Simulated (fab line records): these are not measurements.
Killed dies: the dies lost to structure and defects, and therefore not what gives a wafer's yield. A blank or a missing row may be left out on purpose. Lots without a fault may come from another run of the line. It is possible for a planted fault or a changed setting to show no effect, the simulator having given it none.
Struck lot and sound lot, side by side	flow nand harc	16 out of 1302 route steps
Sound: these wafers, L326.2, L326.4, L326.6. Struck: wafers L330.1, L330.4, L330.5. Last of all comes the cause.
At each step with rows: each side's tool, then ch and its chambers, then its first start. Under that, the readings that differ: sound wafers	struck wafers	difference of the means	sigmas: that difference in standard deviations of wafers without a fault.
alike: readings whose means differ by less than 2 such deviations, and words and numbers that are the same on both sides. not compared: withheld readings, readings that some wafer has no value for, bounds like >300 that may hide the same value, and numbers for which the record gives no deviation and whose values overlap.
Wherever a step has rows on one side only, a row that says differs or no value, or a row with sigmas, the two part there. When numbers do not overlap yet have no deviation, they are printed without sigmas and do not part them. A reading missing from all wafers of one side parts the sides only when that side holds two or more wafers.

first, 1 step without rows for these wafers: NHARC_A_DECK1_JOINT_SRD_15.
NHARC_A_DECK1_JOINT_DEP_16: deposits SiO2, target thk 45 nm.
  sound on pecvd-04 ch 0,1,2, day 15 03:53; struck on pecvd-03 ch 1,2, day 16 20:06
  alike: heater power w, throttle valve pct
NHARC_A_DECK1_JOINT_THK_MEAS_17: measures by ellipsometry.
  struck on film metro-01, day 16 20:20; sound on film metro-01, day 15 04:06
  alike: thk nm
NHARC_A_DECK1_JOINT_INSPECT_05:
  struck on defect inspect-02, day 16 20:22; sound on defect inspect-01, day 15 04:08
  alike: raw defect count
then NHARC_A_ONON_D2_DEP_00 (target thk 1000 nm), 1 step lacking rows for these wafers.
NHARC_A_ONON_D2_THK_MEAS_02: measures by ellipsometry.
  struck on film metro-01, day 16 20:56; sound on film metro-01, day 15 04:43
reading	sound	struck	difference	sigmas
thk nm (nm)	985 984 985	1003 1005 1006	+20	+2
then NHARC_A_ONON_D2_DEP_03 (target thk 1000 nm), 1 step lacking rows for these wafers.
NHARC_A_ONON_D2_THK_MEAS_05: measures by ellipsometry.
  struck on film metro-01, day 16 21:30; sound on film metro-01, day 15 05:17
  alike: thk nm
then NHARC_A_ONON_D2_DEP_06 (target thk 1000 nm), 1 step lacking rows for these wafers.
NHARC_A_ONON_D2_THK_MEAS_08: measures by ellipsometry.
  struck on film metro-01, day 16 22:04; sound on film metro-01, day 15 05:51
  alike: thk nm
then NHARC_A_ONON_D2_DEP_09 (target thk 1000 nm), 1 step lacking rows for these wafers.
NHARC_A_ONON_D2_THK_MEAS_11: measures by ellipsometry.
  struck on film metro-01, day 16 22:38; sound on film metro-01, day 15 06:25
  alike: thk nm
NHARC_A_ONON_D2_DEP_12: target thk 1000 nm.
  sound on pecvd onon-01 ch 0, day 15 06:32; struck on pecvd onon-04 ch 0, day 16 22:41
NHARC_A_ONON_D2_THK_MEAS_14: measures by ellipsometry.
  struck on film metro-01, day 16 23:12; sound on film metro-01, day 15 06:59
reading	sound	struck	difference	sigmas
thk nm (nm)	1000 1001 1001	1444 1444 1444	+443	+62
then, 1 step without rows for these wafers: NHARC_A_ONON_D2_ANNEAL_15 (time 3600 s).
-- jump in the record: it breaks off in module A_ONON_D2 and resumes in module END (first step shown: number 1302 of the route), and 12 days separate the struck wafers' starts before and after --
NHARC_END_SORT_01:
  only the struck wafers appear in the record here, on prober-02 ch 0 at day 29 04:43; the sound ones have no rows

## WHERE THEY PART
Last at NHARC_END_SORT_01 as far as this record goes, first at NHARC_A_ONON_D2_THK_MEAS_02.

WHY: the cause the simulator had injected
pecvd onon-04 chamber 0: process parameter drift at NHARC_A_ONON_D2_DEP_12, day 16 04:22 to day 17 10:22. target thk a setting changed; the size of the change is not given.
